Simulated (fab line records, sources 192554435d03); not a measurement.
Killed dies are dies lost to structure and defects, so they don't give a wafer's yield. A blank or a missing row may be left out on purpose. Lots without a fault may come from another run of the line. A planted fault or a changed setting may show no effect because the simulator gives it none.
Chamber matching | flow n5_finfet | N5_MOL_CONTACT_COAG_DESCUM_45 on rie_diel-02: 4 sister chambers
The step chemistry O2, time 7 s. 8 wafers are shown with their chamber, then 11 later ones without.

WAFERS WITH THEIR CHAMBER
wafer  | chamber | showerhead_plenum_p_Torr (Torr) | drypump_motor_current_A (A)
L083.3 | 1       | 2.06                            | 6.3
L083.5 | 1       | 2.06                            | 6.2
L088.3 | 0       | 2.20                            | 6.6
L088.5 | 2       | 2.10                            | 5.1
L089.1 | 3       | 2.10                            | 5.9
L089.5 | 0       | 2.20                            | 6.5
L089.6 | 3       | 2.10                            | 5.9
L092.1 | 2       | 2.09                            | 5.1

WAFERS WITHOUT THEIR CHAMBER
wafer  | showerhead_plenum_p_Torr (Torr) | drypump_motor_current_A (A)
L092.3 | 2.20                            | 6.5
L092.4 | 2.05                            | 6.2
L093.2 | 2.10                            | 5.9
L093.4 | 2.05                            | 6.3
L093.5 | 2.09                            | 5.1
L095.2 | 2.10                            | 5.9
L095.3 | 2.05                            | 6.2
L095.5 | 2.05                            | 6.2
L097.1 | 2.10                            | 5.9
L097.3 | 2.19                            | 6.5
L097.5 | 2.19                            | 6.6

WHICH CHAMBER EACH WENT THROUGH
wafer  | from the rows above | in truth
L092.3 | 0                   | 0
L092.4 | 1                   | 1
L093.2 | 3                   | 3
L093.4 | 1                   | 1
L093.5 | 2                   | 2
L095.2 | 3                   | 3
L095.3 | 1                   | 1
L095.5 | 1                   | 1
L097.1 | 3                   | 3
L097.3 | 0                   | 0
L097.5 | 0                   | 0
Placed correctly: 11 of 11. Can't be placed from these rows: 0. Placed wrongly: 0.
How it was worked out, from the rows above alone: a wafer's distance from a chamber is the root of the sum, over the readings, of the square of ((its reading less the chamber's mean) divided by the reading's scatter). The wafer belongs to the nearest chamber; if the next one is less than 2 further off, it can't be placed. A chamber's mean is the mean of its shown wafers. The scatter: the root of (the sum of the squares of (reading less its chamber's mean) over the shown wafers, divided by (wafers less chambers)).
